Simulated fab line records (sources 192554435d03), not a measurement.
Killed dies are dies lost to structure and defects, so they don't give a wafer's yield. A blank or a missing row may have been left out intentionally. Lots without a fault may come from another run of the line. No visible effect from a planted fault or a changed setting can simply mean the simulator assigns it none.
fab line records	flow n5Finfet
[record] lots = 24	wafers = 72	lastDay = 17
route steps=1938 shown BEOL_M2@919 BEOL_M3@990 BEOL_M4@1024
lots with no fault: from the same line, run without faults
startH: hours from the record's first day to the start of the lot's first wafer shown	waitH: hours from the lot's prior step to this one	" the same as in the row above	L1.1+2: one row covering several wafers at once	- value missing, or start not given	* or withheld: withheld	< > ~ a bound
route shown NAME@n: names a module that has steps shown in the file, with the first one's number in the route	usual: mean/standard deviation taken from wafers without a fault	same: alike in all rows	chamber/n: place in a boat	sites: per-site readings	_std_site: how widely they spread, as a standard deviation	_edge_site: the outer-site mean with the inner-site mean subtracted	radiusMm: how far each site lies from the wafer's centre	mask NAME#n: copy n	behind: tool/chamber where the wafer was last shaped	hold: what put the lot on hold/how long, in hours/how the hold closed	device: the n, p or np transistor that did not switch	end of line: tests of these same wafers at the route's end	a step without rows: its recipe alone	killed: dies lost to structure and defects at the first sort, not the wafer's yield	map: dies across one wafer; x = killed, . = not, _ = none there
set.NAME: setting as actually run; set.NAME@STEP: the setting as run at that earlier step	model.NAME: the simulator's own value behind a step, which no gauge read
route steps across a sampled set of lots; one table per step, one row per wafer
services: a tool's chamber out of use, with start hour (startH, from the record's first day; less than 0 if before it), hours out, and reason
[[steps]]
[step N5_BEOL_M2_ANNEAL_95]
[recipe] tempC = 400	timeS = 240	ambient = vacuum
[usual] heaterPowerW = 877/110
lot.wafer	tool	chamber	startH	waitH	heaterPowerW
L074.2	pvdSputter-02	-	141.56	0.0	838
L074.3	"	-	"	"	804
L074.5	"	-	"	"	1032
L075.1	pvdSputter-02	-	154.04	0.0	1033
L075.3	"	-	"	"	828
L075.5	"	-	"	"	804
L076.1	pvdSputter-03	-	154.25	0.0	783
L076.4	"	-	"	"	873
L076.6	"	-	"	"	891
L077.2	pvdSputter-01	-	154.37	0.0	1094
L077.5	"	-	"	"	850
L077.6	"	-	"	"	1097
L078.1	pvdSputter-02	-	155.96	0.0	1017
L078.2	"	-	"	"	802
L078.4	"	-	"	"	1019
L079.1	pvdSputter-02	-	163.68	0.0	823
L079.2	"	-	"	"	1013
L079.5	"	-	"	"	1034
L081.2	pvdSputter-01	-	176.43	0.0	866
L081.4	"	-	"	"	648
L081.5	"	-	"	"	659
L080.2	pvdSputter-02	-	178.56	0.0	1032
L080.3	"	-	"	"	789
L080.4	"	-	"	"	1028
L082.1	pvdSputter-01	-	186.13	0.0	809
L082.3	"	-	"	"	867
L082.6	"	-	"	"	823
L083.1	pvdSputter-02	-	200.65	0.0	814
L083.2	"	-	"	"	1035
L083.3	"	-	"	"	1019
L084.2	pvdSputter-03	-	200.95	0.0	810
L084.5	"	-	"	"	1002
L084.6	"	-	"	"	797
L085.1	pvdSputter-03	-	203.71	0.0	1008
L085.4	"	-	"	"	767
L085.5	"	-	"	"	873
L086.2	pvdSputter-03	-	215.01	0.0	824
L086.4	"	-	"	"	768
L086.6	"	-	"	"	989
L087.1	pvdSputter-02	-	226.50	0.0	814
L087.3	"	-	"	"	812
L087.5	"	-	"	"	1010
L088.1	pvdSputter-03	-	229.14	0.0	753
L088.2	"	-	"	"	955
L088.4	"	-	"	"	804
L089.2	pvdSputter-02	-	232.23	0.0	1029
L089.3	"	-	"	"	820
L089.5	"	-	"	"	998
L090.2	pvdSputter-01	-	237.20	0.0	848
L090.3	"	-	"	"	646
L090.4	"	-	"	"	1092
L091.3	pvdSputter-01	-	246.29	0.0	1103
L091.4	"	-	"	"	662
L091.6	"	-	"	"	817
L092.1	pvdSputter-03	-	247.30	0.0	780
L092.2	"	-	"	"	817
L092.5	"	-	"	"	772
L093.4	pvdSputter-01	-	249.77	0.0	655
L093.5	"	-	"	"	802
L093.6	"	-	"	"	835
L094.2	pvdSputter-03	-	259.14	0.0	992
L094.3	"	-	"	"	772
L094.4	"	-	"	"	896
L095.1	pvdSputter-02	-	262.15	0.0	792
L095.4	"	-	"	"	991
L095.5	"	-	"	"	797
L096.1	pvdSputter-03	-	272.52	0.0	822
L096.2	"	-	"	"	1001
L096.6	"	-	"	"	771
L097.1	pvdSputter-03	-	276.08	0.0	805
L097.3	"	-	"	"	770
L097.5	"	-	"	"	906
[step N5_BEOL_M2_ANNEAL_51]
[recipe] tempC = 225	timeS = 90	ambient = N2
[usual] wafer_temp_C_max = 225.84/0.2
lot.wafer	tool	chamber	startH	waitH	wafer_temp_C_max
L074.2	rtpAnneal-02	0	141.94	0.1	226.17
L074.3	"	0	"	"	225.88
L074.5	"	0	"	"	226.01
L075.1	rtpAnneal-01	0	154.37	0.1	226.16
L075.3	"	0	"	"	225.73
L075.5	"	0	"	"	226.00
L076.1	rtpAnneal-01	0	154.64	0.1	225.75
L076.4	"	0	"	"	225.92
L076.6	"	0	"	"	225.76
L077.2	rtpAnneal-02	0	154.78	0.1	225.74
L077.5	"	0	"	"	225.82
L077.6	"	0	"	"	225.68
L078.1	rtpAnneal-01	0	156.29	0.1	225.68
L078.2	"	0	"	"	225.91
L078.4	"	0	"	"	225.63
L079.1	rtpAnneal-01	0	164.02	0.1	225.45
L079.2	"	0	"	"	225.69
L079.5	"	0	"	"	225.86
L081.2	rtpAnneal-01	0	176.81	0.1	225.51
L081.4	"	0	"	"	225.89
L081.5	"	0	"	"	225.94
L080.2	rtpAnneal-02	0	179.23	0.3	225.96
L080.3	"	0	"	"	226.01
L080.4	"	0	"	"	225.79
L082.1	rtpAnneal-02	0	186.46	0.1	225.90
L082.3	"	0	"	"	226.11
L082.6	"	0	"	"	226.13
L083.1	rtpAnneal-01	0	201.01	0.1	225.63
L083.2	"	0	"	"	225.90
L083.3	"	0	"	"	225.65
L084.2	rtpAnneal-01	0	201.33	0.1	226.04
L084.5	"	0	"	"	225.74
L084.6	"	0	"	"	225.74
L085.1	rtpAnneal-02	0	204.08	0.1	225.77
L085.4	"	0	"	"	225.73
L085.5	"	0	"	"	226.06
L086.2	rtpAnneal-02	0	215.39	0.1	226.02
L086.4	"	0	"	"	225.35
L086.6	"	0	"	"	225.98
L087.1	rtpAnneal-01	0	226.87	0.1	225.79
L087.3	"	0	"	"	225.92
L087.5	"	0	"	"	225.92
L088.1	rtpAnneal-01	0	229.48	0.1	225.82
L088.2	"	0	"	"	225.86
L088.4	"	0	"	"	226.40
L089.2	rtpAnneal-02	0	232.61	0.1	225.79
L089.3	"	0	"	"	226.05
L089.5	"	0	"	"	225.89
L090.2	rtpAnneal-02	0	237.58	0.1	225.67
L090.3	"	0	"	"	225.81
L090.4	"	0	"	"	225.81
L091.3	rtpAnneal-01	0	246.72	0.1	225.93
L091.4	"	0	"	"	225.39
L091.6	"	0	"	"	225.69
L092.1	rtpAnneal-01	0	247.64	0.1	225.80
L092.2	"	0	"	"	226.12
L092.5	"	0	"	"	226.04
L093.4	rtpAnneal-01	0	250.35	0.3	226.16
L093.5	"	0	"	"	225.96
L093.6	"	0	"	"	226.18
L094.2	rtpAnneal-01	0	259.53	0.1	225.79
L094.3	"	0	"	"	225.71
L094.4	"	0	"	"	225.76
L095.1	rtpAnneal-02	0	262.48	0.1	225.94
L095.4	"	0	"	"	225.80
L095.5	"	0	"	"	225.78
L096.1	rtpAnneal-02	0	272.86	0.1	225.54
L096.2	"	0	"	"	225.60
L096.6	"	0	"	"	225.86
L097.1	rtpAnneal-02	0	276.41	0.1	225.94
L097.3	"	0	"	"	225.75
L097.5	"	0	"	"	225.79
[step N5_BEOL_M2_CO_CAP_55]
[recipe] material = Co	targetThkA = 20	tempC = 200	precursor = CCTBA/H2	pressureTorr = 30	timeS = 102.1
[usual] chamberPressureTorr = 30.00/0.064	heaterPowerW = 227/15
lot.wafer	tool	chamber	startH	waitH	chamberPressureTorr	heaterPowerW
L074.2	cvdCo-02	1	142.59	0.0	29.98	220
L074.3	"	0	"	"	29.77	239
L074.5	"	2	"	"	30.10	201
L075.1	cvdCo-01	0	155.04	0.0	30.00	239
L075.3	"	2	"	"	30.01	220
L075.5	"	2	"	"	29.93	223
L076.1	cvdCo-02	2	155.31	0.0	29.96	206
L076.4	"	1	"	"	30.02	216
L076.6	"	2	"	"	30.06	202
L077.2	cvdCo-01	2	155.42	0.0	30.00	225
L077.5	"	2	"	"	30.01	226
L077.6	"	1	"	"	29.89	238
L078.1	cvdCo-01	2	156.96	0.0	30.12	230
L078.2	"	0	"	"	30.00	241
L078.4	"	0	"	"	30.08	246
L079.1	cvdCo-02	2	164.72	0.0	30.06	203
L079.2	"	1	"	"	30.00	215
L079.5	"	1	"	"	29.95	222
L081.2	cvdCo-02	0	177.43	0.0	29.95	245
L081.4	"	0	"	"	30.03	240
L081.5	"	2	"	"	30.18	203
L080.2	cvdCo-01	1	179.86	0.0	30.07	236
L080.3	"	2	"	"	30.00	221
L080.4	"	1	"	"	30.04	242
L082.1	cvdCo-02	2	187.23	0.0	30.05	205
L082.3	"	0	"	"	30.06	239
L082.6	"	1	"	"	30.00	212
L083.1	cvdCo-02	0	201.68	0.0	30.08	236
L083.2	"	1	"	"	30.14	216
L083.3	"	2	"	"	30.00	209
L084.2	cvdCo-02	0	202.01	0.0	30.02	241
L084.5	"	0	"	"	29.97	245
L084.6	"	2	"	"	30.00	207
L085.1	cvdCo-01	2	204.95	0.0	30.10	219
L085.4	"	1	"	"	29.99	242
L085.5	"	2	"	"	30.05	221
L086.2	cvdCo-02	0	216.01	0.0	29.97	240
L086.4	"	1	"	"	30.01	215
L086.6	"	2	"	"	30.02	203
L087.1	cvdCo-01	2	227.55	0.0	29.93	226
L087.3	"	0	"	"	30.03	238
L087.5	"	1	"	"	29.98	239
L088.1	cvdCo-01	2	230.15	0.0	29.94	225
L088.2	"	0	"	"	29.96	247
L088.4	"	0	"	"	30.06	243
L089.2	cvdCo-01	2	233.24	0.0	29.95	229
L089.3	"	0	"	"	30.01	242
L089.5	"	0	"	"	29.96	246
L090.2	cvdCo-02	0	238.20	0.0	29.99	239
L090.3	"	2	"	"	29.98	203
L090.4	"	2	"	"	30.05	204
L091.3	cvdCo-02	1	247.33	0.0	30.01	221
L091.4	"	0	"	"	30.01	236
L091.6	"	2	"	"	30.06	209
L092.1	cvdCo-02	1	248.31	0.0	30.04	215
L092.2	"	2	"	"	30.01	202
L092.5	"	2	"	"	30.01	206
L093.4	cvdCo-01	2	250.95	0.1	29.92	224
L093.5	"	0	"	"	29.91	246
L093.6	"	2	"	"	29.88	225
L094.2	cvdCo-01	2	260.15	0.0	30.00	227
L094.3	"	0	"	"	30.06	241
L094.4	"	1	"	"	30.01	247
L095.1	cvdCo-02	0	263.15	0.0	29.91	239
L095.4	"	2	"	"	29.96	200
L095.5	"	1	"	"	29.90	215
L096.1	cvdCo-02	0	273.53	0.0	30.12	239
L096.2	"	2	"	"	30.01	199
L096.6	"	0	"	"	30.00	238
L097.1	cvdCo-01	2	277.08	0.0	29.98	224
L097.3	"	0	"	"	29.95	245
L097.5	"	0	"	"	29.96	241
[step N5_BEOL_M3_PRE_CLEAN_45]
[recipe] gas = H2/He	timeS = 30	tempC = 250
[usual] heaterPowerW = 353/55
lot.wafer	tool	chamber	startH	waitH	heaterPowerW
L074.2	pvdSputter-02	-	145.91	0.0	410
L074.3	"	-	"	"	414
L074.5	"	-	"	"	322
L076.1	pvdSputter-02	-	161.84	0.0	328
L076.4	"	-	"	"	329
L076.6	"	-	"	"	329
L075.1	pvdSputter-01	-	164.36	0.0	261
L075.3	"	-	"	"	444
L075.5	"	-	"	"	331
L077.2	pvdSputter-02	-	167.84	0.0	320
L077.5	"	-	"	"	323
L077.6	"	-	"	"	405
L078.1	pvdSputter-02	-	168.16	0.0	411
L078.2	"	-	"	"	320
L078.4	"	-	"	"	332
L079.1	pvdSputter-03	-	171.13	0.0	407
L079.2	"	-	"	"	304
L079.5	"	-	"	"	331
L081.2	pvdSputter-01	-	182.05	0.0	266
L081.4	"	-	"	"	430
L081.5	"	-	"	"	323
L080.2	pvdSputter-02	-	186.54	0.0	399
L080.3	"	-	"	"	331
L080.4	"	-	"	"	409
L082.1	pvdSputter-01	-	194.57	0.0	314
L082.3	"	-	"	"	333
L082.6	"	-	"	"	327
L083.1	pvdSputter-02	-	205.09	0.0	413
L083.2	"	-	"	"	329
L083.3	"	-	"	"	407
L084.2	pvdSputter-02	-	212.67	0.0	410
L084.5	"	-	"	"	412
L084.6	"	-	"	"	409
L085.1	pvdSputter-01	-	212.75	0.0	330
L085.4	"	-	"	"	336
L085.5	"	-	"	"	258
L086.2	pvdSputter-01	-	219.89	0.0	334
L086.4	"	-	"	"	328
L086.6	"	-	"	"	448
L087.1	pvdSputter-01	-	235.17	0.0	429
L087.3	"	-	"	"	336
L087.5	"	-	"	"	420
L088.1	pvdSputter-02	-	239.92	0.0	428
L088.2	"	-	"	"	413
L088.4	"	-	"	"	333
L089.2	pvdSputter-01	-	243.02	0.0	334
L089.3	"	-	"	"	450
L089.5	"	-	"	"	265
L090.2	pvdSputter-01	-	243.30	0.0	438
L090.3	"	-	"	"	325
L090.4	"	-	"	"	328
L091.3	pvdSputter-01	-	250.45	0.0	257
L091.4	"	-	"	"	328
L091.6	"	-	"	"	268
L092.1	pvdSputter-01	-	253.02	0.0	336
L092.2	"	-	"	"	442
L092.5	"	-	"	"	434
L093.4	pvdSputter-02	-	255.85	0.0	322
L093.5	"	-	"	"	325
L093.6	"	-	"	"	409
L094.2	pvdSputter-02	-	273.81	0.0	325
L094.3	"	-	"	"	412
L094.4	"	-	"	"	399
L095.1	pvdSputter-01	-	278.82	0.0	337
L095.4	"	-	"	"	435
L095.5	"	-	"	"	337
L096.1	pvdSputter-02	-	283.88	0.0	320
L096.2	"	-	"	"	409
L096.6	"	-	"	"	411
L097.1	pvdSputter-02	-	285.87	0.0	415
L097.3	"	-	"	"	324
L097.5	"	-	"	"	418
[step N5_BEOL_M3_SPUTTER_86]
[recipe] material = Cu	targetThkA = 45	tempC = -20	chamberPressurePa = 0.07	powerW = withheld	timeS = 8.29
[usual] chamberPressurePa = 0.07/0.00014	throttleValvePct = 30.6/0.84
lot.wafer	tool	chamber	startH	waitH	chamberPressurePa	throttleValvePct
L074.2	pvdSputter-01	-	147.25	0.1	0.0698	31.4
L074.3	"	-	"	"	0.06984	30.2
L074.5	"	-	"	"	0.06997	30.4
L076.1	pvdSputter-03	-	164.07	0.1	0.07006	29.5
L076.4	"	-	"	"	0.06995	29.7
L076.6	"	-	"	"	0.07001	31.3
L075.1	pvdSputter-03	-	165.91	0.1	0.06989	31.6
L075.3	"	-	"	"	0.07031	29.7
L075.5	"	-	"	"	0.07005	29.7
L077.2	pvdSputter-03	-	169.47	0.1	0.06999	29.3
L077.5	"	-	"	"	0.07008	29.6
L077.6	"	-	"	"	0.07006	31.4
L078.1	pvdSputter-01	-	171.01	0.1	0.07004	31.3
L078.2	"	-	"	"	0.06993	31.8
L078.4	"	-	"	"	0.06994	30.2
L079.1	pvdSputter-03	-	172.69	0.1	0.07013	29.6
L079.2	"	-	"	"	0.06993	29.5
L079.5	"	-	"	"	0.06996	29.4
L081.2	pvdSputter-01	-	183.25	0.1	0.07008	30.6
L081.4	"	-	"	"	0.07016	31.8
L081.5	"	-	"	"	0.06992	31.3
L080.2	pvdSputter-02	-	187.74	0.1	0.07009	29.9
L080.3	"	-	"	"	0.07001	31.5
L080.4	"	-	"	"	0.06992	29.4
L082.1	pvdSputter-02	-	197.61	0.1	0.06996	30.8
L082.3	"	-	"	"	0.07008	29.4
L082.6	"	-	"	"	0.07009	29.8
L083.1	pvdSputter-02	-	206.68	0.1	0.06997	30.6
L083.2	"	-	"	"	0.06992	31.5
L083.3	"	-	"	"	0.06992	29.4
L084.2	pvdSputter-02	-	213.83	0.1	0.06996	29.9
L084.5	"	-	"	"	0.06995	30.8
L084.6	"	-	"	"	0.06992	29.8
L085.1	pvdSputter-01	-	214.08	0.1	0.06998	30.6
L085.4	"	-	"	"	0.06976	31.9
L085.5	"	-	"	"	0.07004	30.7
L086.2	pvdSputter-01	-	221.23	0.1	0.06992	31.2
L086.4	"	-	"	"	0.06988	30.2
L086.6	"	-	"	"	0.0698	31.8
L087.1	pvdSputter-01	-	238.08	0.1	0.0701	30.4
L087.3	"	-	"	"	0.07007	31.8
L087.5	"	-	"	"	0.06988	31.3
L088.1	pvdSputter-01	-	241.76	0.1	0.06988	30.5
L088.2	"	-	"	"	0.06973	30.3
L088.4	"	-	"	"	0.06985	31.3
L089.2	pvdSputter-03	-	244.26	0.1	0.07008	31.3
L089.3	"	-	"	"	0.07003	30.1
L089.5	"	-	"	"	0.07012	29.6
L090.2	pvdSputter-02	-	245.22	0.1	0.07007	29.6
L090.3	"	-	"	"	0.07	30.6
L090.4	"	-	"	"	0.06983	29.4
L091.3	pvdSputter-01	-	251.62	0.1	0.06994	31.1
L091.4	"	-	"	"	0.06988	30.2
L091.6	"	-	"	"	0.06976	30.0
L092.1	pvdSputter-03	-	254.32	0.1	0.06992	29.5
L092.2	"	-	"	"	0.06993	29.7
L092.5	"	-	"	"	0.07019	31.3
L093.4	pvdSputter-02	-	257.35	0.1	0.07014	31.4
L093.5	"	-	"	"	0.07013	31.6
L093.6	"	-	"	"	0.06986	29.6
L094.2	pvdSputter-01	-	276.20	0.1	0.07003	30.3
L094.3	"	-	"	"	0.07	31.9
L094.4	"	-	"	"	0.06998	31.4
L095.1	pvdSputter-01	-	281.95	0.1	0.0702	31.8
L095.4	"	-	"	"	0.06967	30.5
L095.5	"	-	"	"	0.07013	31.5
L096.1	pvdSputter-01	-	285.12	0.1	0.07009	30.3
L096.2	"	-	"	"	0.06974	32.1
L096.6	"	-	"	"	0.06995	31.4
L097.1	pvdSputter-01	-	287.24	0.1	0.07008	31.4
L097.3	"	-	"	"	0.07008	30.7
L097.5	"	-	"	"	0.07001	30.1
[step N5_BEOL_M4_HM_DEP_02]
[recipe] material = TiN	targetThkA = 200	tempC = 25	chamberPressurePa = 0.49996
[usual] chamberPressurePa = 0.4997/0.00091	throttleValvePct = 30.4/0.83
lot.wafer	tool	chamber	startH	waitH	chamberPressurePa	throttleValvePct
L074.2	pvdSputter-01	-	151.33	1.7	0.4979	30.2
L074.3	"	-	"	"	0.5001	32.1
L074.5	"	-	"	"	0.4993	30.5
L076.1	pvdSputter-03	-	167.47	0.9	0.5010	29.7
L076.4	"	-	"	"	0.5001	29.5
L076.6	"	-	"	"	0.5008	29.4
L075.1	pvdSputter-03	-	168.63	0.4	0.4991	29.7
L075.3	"	-	"	"	0.4999	29.6
L075.5	"	-	"	"	0.4990	29.6
L077.2	pvdSputter-03	-	174.07	2.1	0.4986	29.2
L077.5	"	-	"	"	0.4995	29.7
L077.6	"	-	"	"	0.5000	29.8
L078.1	pvdSputter-01	-	174.37	1.0	0.4998	31.7
L078.2	"	-	"	"	0.4988	30.6
L078.4	"	-	"	"	0.4978	31.9
L079.1	pvdSputter-03	-	175.58	0.5	0.5005	29.5
L079.2	"	-	"	"	0.4992	29.9
L079.5	"	-	"	"	0.5007	29.6
L081.2	pvdSputter-03	-	186.39	0.8	0.4993	29.7
L081.4	"	-	"	"	0.4999	29.5
L081.5	"	-	"	"	0.4999	29.7
L080.2	pvdSputter-03	-	191.63	1.6	0.5000	29.9
L080.3	"	-	"	"	0.5000	29.6
L080.4	"	-	"	"	0.4996	31.4
L082.1	pvdSputter-01	-	201.24	1.3	0.5002	31.3
L082.3	"	-	"	"	0.4996	31.7
L082.6	"	-	"	"	0.4991	30.2
L083.1	pvdSputter-02	-	215.55	2.0	0.4998	31.5
L083.2	"	-	"	"	0.4991	29.3
L083.3	"	-	"	"	0.4988	30.6
L084.2	pvdSputter-02	-	216.95	0.8	0.4994	30.7
L084.5	"	-	"	"	0.5002	29.9
L084.6	"	-	"	"	0.5002	31.4
L085.1	pvdSputter-03	-	217.29	0.9	0.4996	29.8
L085.4	"	-	"	"	0.4992	31.2
L085.5	"	-	"	"	0.4989	29.7
L086.2	pvdSputter-02	-	224.24	0.6	0.5002	29.5
L086.4	"	-	"	"	0.5011	30.5
L086.6	"	-	"	"	0.5016	30.7
L087.1	pvdSputter-02	-	242.74	2.2	0.4999	29.5
L087.3	"	-	"	"	0.4989	30.5
L087.5	"	-	"	"	0.4999	29.9
L088.1	pvdSputter-03	-	245.48	1.2	0.4992	29.6
L088.2	"	-	"	"	0.4992	29.4
L088.4	"	-	"	"	0.5000	29.7
L089.2	pvdSputter-01	-	247.03	0.4	0.4984	30.3
L089.3	"	-	"	"	0.5004	31.3
L089.5	"	-	"	"	0.5025	31.2
L090.2	pvdSputter-03	-	247.86	0.2	0.4992	29.6
L090.3	"	-	"	"	0.5002	29.6
L090.4	"	-	"	"	0.5010	29.8
L091.3	pvdSputter-01	-	254.77	0.8	0.4990	31.5
L091.4	"	-	"	"	0.4996	30.1
L091.6	"	-	"	"	0.4995	30.6
L092.1	pvdSputter-03	-	259.36	2.7	0.5004	29.7
L092.2	"	-	"	"	0.5005	29.8
L092.5	"	-	"	"	0.4993	29.7
L093.4	pvdSputter-03	-	260.22	0.5	0.5005	30.0
L093.5	"	-	"	"	0.4983	29.8
L093.6	"	-	"	"	0.4998	29.5
L094.2	pvdSputter-01	-	278.86	0.3	0.5015	30.3
L094.3	"	-	"	"	0.4986	30.3
L094.4	"	-	"	"	0.5001	31.9
L095.1	pvdSputter-02	-	284.39	0.1	0.4995	29.6
L095.4	"	-	"	"	0.5008	29.6
L095.5	"	-	"	"	0.4992	29.6
L096.1	pvdSputter-02	-	289.24	1.7	0.5005	29.8
L096.2	"	-	"	"	0.4986	31.5
L096.6	"	-	"	"	0.4997	30.7
L097.1	pvdSputter-03	-	290.08	0.5	0.5008	29.9
L097.3	"	-	"	"	0.4997	29.3
L097.5	"	-	"	"	0.5008	29.8
[[services]]
tool	chamber	startH	hours	kind
pvdSputter-03	-	121.68	0.6	repair
pvdSputter-02	-	124.42	3.5	repair
cvdCo-01	-	169.85	0.7	repair
cvdCo-02	-	170.89	1.5	repair
cvdCo-02	-	219.85	1.3	repair
cvdCo-01	1	239.62	15.0	repair
pvdSputter-03	-	278.15	5.5	repair
rtpAnneal-01	-	287.31	2.7	pm
[[key]]
fault none
